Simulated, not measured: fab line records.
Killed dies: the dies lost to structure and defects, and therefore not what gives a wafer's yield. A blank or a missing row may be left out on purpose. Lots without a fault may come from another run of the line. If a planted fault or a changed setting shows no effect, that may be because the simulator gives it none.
8D (eight disciplines) problem report, filled in by code :: flow n5_finfet :: the parts of the form that need people (team, actions taken, sign-off) are left out

## 1. PROBLEM STATEMENT
killed_at_contacts at N5_PASSIVATION_PROBE_49 reads a mean of 70 on 6 wafers of 2 lots; wafers without a fault read 13 with a standard deviation of 5.8. That is +9.7 standard deviations from the usual mean.
Seen first at day 17 07:01 on prober-02, wafer L861.1. At this step, 9 wafers from 3 lots have a number in the record. The rule behind "out" and "out of limits": a value lying over 4 standard deviations away from the usual mean. The rest of the wafers with a number are treated as sound.

## 2. WHAT IT IS, AND WHAT IT ISN'T
question: which readings at this step
is: killed_at_contacts
is not: killed_at_M4_up, killed_at_front_end, killed_at_other, killed_open, killed_short

question: which lots
is: L861, L864
is not: L860

question: which wafers of those lots
is: all that have a number
is not: -

question: read on which tools
is: prober-01, prober-02
is not: -

question: when
is: from day 17 07:01
is not: up to then (3 sound wafers)

## 3. SUSPECTS, AND WHAT RULES EACH OUT
Counting: a tool at any process step up to the reading remains a suspect when it ran all the lots that are out and ran no sound lot after the first of those.
- rie_diel-06 at N5_MOL_CONTACT_COAG_ETCH_59 (etches underlayer in N2/H2, target depth 13 nm, time 10.4 s): kept. All lots that are out passed through it, beginning with L861 at day 9 15:07, and no sound lot followed; its final sound lot before that point was L860 at day 9 04:50.
Left after counting: rie_diel-06 at N5_MOL_CONTACT_COAG_ETCH_59.

## 4. THE CAUSE (what the simulator had put in)
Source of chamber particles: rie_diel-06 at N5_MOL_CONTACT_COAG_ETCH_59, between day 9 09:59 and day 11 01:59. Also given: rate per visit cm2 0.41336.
After counting, this tool was the only one left.

## 5. THE EFFECT CHAIN, in route order
Each row: a reading whose mean over the struck wafers that have a number lies more than 3 standard deviations from the usual. Only readings whose record carries a usual standard deviation are examined. hours: median over the lots of the time between each lot's start at the first step of this table that gives one and its start at this step. sigmas: the change, counted in usual standard deviations.
hours: 0
step: N5_PASSIVATION_PROBE_49
reading: defect_limited_yield
usual: 91.7 %
on struck wafers: 87.0
change: -4.7
sigmas: -3.1

hours: 0
step: N5_PASSIVATION_PROBE_49
reading: killed_at_contacts
usual: 13
on struck wafers: 70
change: +56
sigmas: +9.7

hours: 0
step: N5_PASSIVATION_PROBE_49
reading: killed_dies
usual: 97
on struck wafers: 153
change: +56
sigmas: +3.3

hours: 0
step: N5_PASSIVATION_PROBE_49
reading: killed_on_rim
usual: 13
on struck wafers: 25
change: +12
sigmas: +3.3

hours: 0
step: N5_PASSIVATION_PROBE_49
reading: sort_bin_5_function
usual: 4.8 %
on struck wafers: 7.9
change: +3.1
sigmas: +3.4

hours: 0
step: N5_PASSIVATION_PROBE_49
reading: sort_n_pass
usual: 1083
on struck wafers: 1027
change: -56
sigmas: -3.3

hours: 0
step: N5_PASSIVATION_PROBE_49
reading: sort_yield_pct
usual: 91.7 %
on struck wafers: 87.0
change: -4.7
sigmas: -3.1
The process steps in it:
- N5_PASSIVATION_PROBE_49

## 6. WHAT WOULD HAVE CAUGHT IT SOONER
In this record no reading fell out of limits until day 17 07:01, 189 hours after the fault had begun at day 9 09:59.
Tool readings at N5_MOL_CONTACT_COAG_ETCH_59 with a usual standard deviation given in the record: none out on any struck wafer, hence no alarm at a limit of 4 standard deviations on them.
By day 17 07:01 the whole set of lots that are out, 2 in number, had already begun N5_MOL_CONTACT_COAG_ETCH_59 on rie_diel-06. Holding the tool at that point would not have protected any of them.
